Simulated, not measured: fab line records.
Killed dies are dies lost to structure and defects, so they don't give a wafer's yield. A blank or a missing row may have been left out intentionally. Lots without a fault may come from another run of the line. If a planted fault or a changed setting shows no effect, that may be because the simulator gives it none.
Which tool did it? | flow n5 finfet | Sampling: 8 lots, 24 wafers, 5 of 1938 route steps

== WHAT THE GAUGES SHOWED, per wafer ==
N5_MOL_CONTACT_COAG_CD_MEAS_101 targets a cd of 16 nm.
lot  | measured     | on        | cd nm (nm)
L348 | day 8 10:19  | cd sem-01 | - - -
L347 | day 8 11:10  | cd sem-01 | - - -
L349 | day 8 22:50  | cd sem-02 | - - -
L351 | day 9 05:13  | cd sem-01 | 16.0 15.8 16.1
L354 | day 10 01:39 | cd sem-02 | 16.1 16.0 15.2
L355 | day 10 08:05 | cd sem-02 | 16.6 15.8 16.1
L356 | day 10 12:52 | cd sem-01 | 16.0 16.3 15.7
L357 | day 10 15:26 | cd sem-03 | 16.5 15.7 15.4

== TOOL THAT RAN EACH LOT (tool first, then ch and the chambers of the sampled wafers, then the start) ==
lot  | N5_MOL_CONTACT_COAG_ETCH_47        | N5_MOL_CONTACT_COAG_VIA_ETCH_117   | N5_MOL_CONTACT_COAG_ETCH_124       | N5_MOL_CONTACT_COAG_STRIP_49
L348 | rie diel-03 ch 1,2, day 8 08:32    | rie diel-01 ch 0,1,3, day 8 09:58  | rie diel-01 ch 0,1,3, day 8 09:59  | plasma asher-02 ch 0,1, day 8 10:10
L347 | rie diel-01 ch 0,3, day 8 09:33    | rie diel-05 ch 0,1, day 8 10:48    | rie diel-05 ch 0,1, day 8 10:50    | plasma asher-01 ch 0,1, day 8 11:01
L349 | rie diel-03 ch 0,1,2, day 8 19:44  | rie diel-05 ch 0,1,2, day 8 22:29  | rie diel-05 ch 0,1,2, day 8 22:31  | plasma asher-01 ch 0,1, day 8 22:42
L351 | rie diel-03 ch 0,3, day 9 03:11    | rie diel-01 ch 0,1,3, day 9 04:51  | rie diel-01 ch 0,1,3, day 9 04:53  | plasma asher-01 ch 0,1, day 9 05:04
L354 | rie diel-03 ch 1,3, day 10 00:02   | rie diel-05 ch 0,3, day 10 01:18   | rie diel-05 ch 0,3, day 10 01:20   | plasma asher-01 ch 0,1, day 10 01:31
L355 | rie diel-05 ch 0,1,3, day 10 06:32 | rie diel-01 ch 0,1,2, day 10 07:41 | rie diel-01 ch 0,1,2, day 10 07:42 | plasma asher-01 ch 0,1, day 10 07:53
L356 | rie diel-03 ch 1,2,3, day 10 11:20 | rie diel-01 ch 0,2,3, day 10 12:31 | rie diel-01 ch 0,2,3, day 10 12:32 | plasma asher-01 ch 0,1, day 10 12:43
L357 | rie diel-01 ch 0,2,3, day 10 13:56 | rie diel-05 ch 0,1,3, day 10 15:04 | rie diel-05 ch 0,1,3, day 10 15:06 | plasma asher-01 ch 0,1, day 10 15:17
- N5_MOL_CONTACT_COAG_ETCH_47: etches SiNx in CH3F/O2, stops on W, target depth 27 nm.
- N5_MOL_CONTACT_COAG_VIA_ETCH_117: etches SiO2 in C4F6/O2, target depth 40 nm, overetch 8 nm, time 26 s.
- N5_MOL_CONTACT_COAG_ETCH_124: etches SiNx in CH3F/O2, stops on SiOC, target depth 6.5 nm.
- N5_MOL_CONTACT_COAG_STRIP_49: strips in N2/H2, time 30 s.

== THE ANSWER, worked out from the rows above alone ==
Rule: what is usual is taken from the lots themselves. Put in order of their means at a reading, lots are off if they are a third of the lots or fewer, leave a main group of 4 or more, and stand apart from it by a gap of 3 or more times the standard deviation of the main group's means; of several such gaps the widest counts. The tables above print the reading to a certain number of digits; a main group whose means all agree to those digits is not used. A lot without any number at a reading at which 4 lots or more have one is off too. The other lots that the step has rows for count as sound.
Off: L348, L347, L349 (N5_MOL_CONTACT_COAG_CD_MEAS_101, cd nm). Without a number there: L348, L347, L349. Main group: mean 16.0 nm, sd 0.13.
A tool fits if, at a process step before that reading, it ran every lot that is off, and no sound lot after the first of them. Gauges at N5_MOL_CONTACT_COAG_CD_MEAS_101: tried the same way as those tools. No candidate that was tried fits.

== WHAT THE SIMULATOR PUT IN ==
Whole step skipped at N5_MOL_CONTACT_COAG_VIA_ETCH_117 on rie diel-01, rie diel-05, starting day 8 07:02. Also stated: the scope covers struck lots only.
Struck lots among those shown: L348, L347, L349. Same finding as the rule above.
